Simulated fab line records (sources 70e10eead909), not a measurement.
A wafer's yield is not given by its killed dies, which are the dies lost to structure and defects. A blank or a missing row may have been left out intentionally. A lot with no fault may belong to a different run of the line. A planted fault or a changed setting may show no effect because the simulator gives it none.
Chamber matching :: flow nand-harc :: 3 sister chambers for NHARC_A_STAIRCASE_DESCUM_252 on rie-diel-01
The step chemistry O2, time 3 s. 16 wafers are shown with their chamber, then 4 later ones without.

## WAFERS, EACH WITH ITS CHAMBER
wafer: L074.1
chamber: 0
drypump-motor-current-A (A): 5.8
oes-product-au (a.u.): 0.995
rf-vpp-V (V): 58.0

wafer: L074.5
chamber: 3
drypump-motor-current-A (A): 6.6
oes-product-au (a.u.): 0.990
rf-vpp-V (V): 58.1

wafer: L074.6
chamber: 0
drypump-motor-current-A (A): 5.8
oes-product-au (a.u.): 0.992
rf-vpp-V (V): 58.7

wafer: L075.1
chamber: 1
drypump-motor-current-A (A): 5.0
oes-product-au (a.u.): 0.999
rf-vpp-V (V): 57.5

wafer: L075.2
chamber: 0
drypump-motor-current-A (A): 5.8
oes-product-au (a.u.): 0.985
rf-vpp-V (V): 57.9

wafer: L075.3
chamber: 3
drypump-motor-current-A (A): 6.6
oes-product-au (a.u.): 1.004
rf-vpp-V (V): 59.0

wafer: L079.2
chamber: 1
drypump-motor-current-A (A): 5.0
oes-product-au (a.u.): 1.016
rf-vpp-V (V): 57.5

wafer: L079.3
chamber: 3
drypump-motor-current-A (A): 6.6
oes-product-au (a.u.): 1.002
rf-vpp-V (V): 60.1

wafer: L079.6
chamber: 1
drypump-motor-current-A (A): 5.0
oes-product-au (a.u.): 1.012
rf-vpp-V (V): 57.4

wafer: L081.3
chamber: 1
drypump-motor-current-A (A): 5.0
oes-product-au (a.u.): 1.020
rf-vpp-V (V): 58.1

wafer: L081.4
chamber: 3
drypump-motor-current-A (A): 6.6
oes-product-au (a.u.): 1.005
rf-vpp-V (V): 58.6

wafer: L081.6
chamber: 0
drypump-motor-current-A (A): 5.8
oes-product-au (a.u.): 0.977
rf-vpp-V (V): 59.0

wafer: L083.1
chamber: 0
drypump-motor-current-A (A): 5.9
oes-product-au (a.u.): 0.977
rf-vpp-V (V): 59.6

wafer: L083.2
chamber: 3
drypump-motor-current-A (A): 6.6
oes-product-au (a.u.): 1.007
rf-vpp-V (V): 59.6

wafer: L083.5
chamber: 1
drypump-motor-current-A (A): 5.0
oes-product-au (a.u.): 1.013
rf-vpp-V (V): 58.2

wafer: L084.1
chamber: 0
drypump-motor-current-A (A): 5.8
oes-product-au (a.u.): 0.975
rf-vpp-V (V): 57.5

SIGNATURES, as means of the wafers listed above
reading: drypump-motor-current-A
chamber 0: 5.817
chamber 1: 5.000
chamber 3: 6.600
scatter within a chamber: 0.0253

reading: oes-product-au
chamber 0: 0.98350
chamber 1: 1.01200
chamber 3: 1.00160
scatter within a chamber: 0.00782

reading: rf-vpp-V
chamber 0: 58.450
chamber 1: 57.740
chamber 3: 59.080
scatter within a chamber: 0.689
Rule: a wafer's distance from a chamber is the root of the sum, over the readings, of the square of ((its reading less the chamber's mean) divided by the reading's scatter). If the next closest chamber is less than 2 further off than the closest, the wafer can't be placed; otherwise it belongs to the closest. The scatter is the square root of a quotient: the sum, over the shown wafers, of each reading's squared deviation from its chamber's mean, divided by wafers minus chambers.

## WAFERS MISSING THEIR CHAMBER
wafer: L084.5
drypump-motor-current-A (A): 5.8
oes-product-au (a.u.): 0.979
rf-vpp-V (V): 59.3

wafer: L084.6
drypump-motor-current-A (A): 5.0
oes-product-au (a.u.): 1.015
rf-vpp-V (V): 57.2

wafer: L091.6
drypump-motor-current-A (A): 5.0
oes-product-au (a.u.): 1.016
rf-vpp-V (V): 57.9

wafer: L094.1
drypump-motor-current-A (A): 5.0
oes-product-au (a.u.): 1.016
rf-vpp-V (V): 57.5

## WHICH CHAMBER EACH WENT THROUGH
wafer: L084.5
from the rows above: 0
in truth: 0

wafer: L084.6
from the rows above: 1
in truth: 1

wafer: L091.6
from the rows above: 1
in truth: 1

wafer: L094.1
from the rows above: 1
in truth: 1
Correctly placed: 4 of 4. Number that these rows cannot place: 0. 0 placed wrongly.
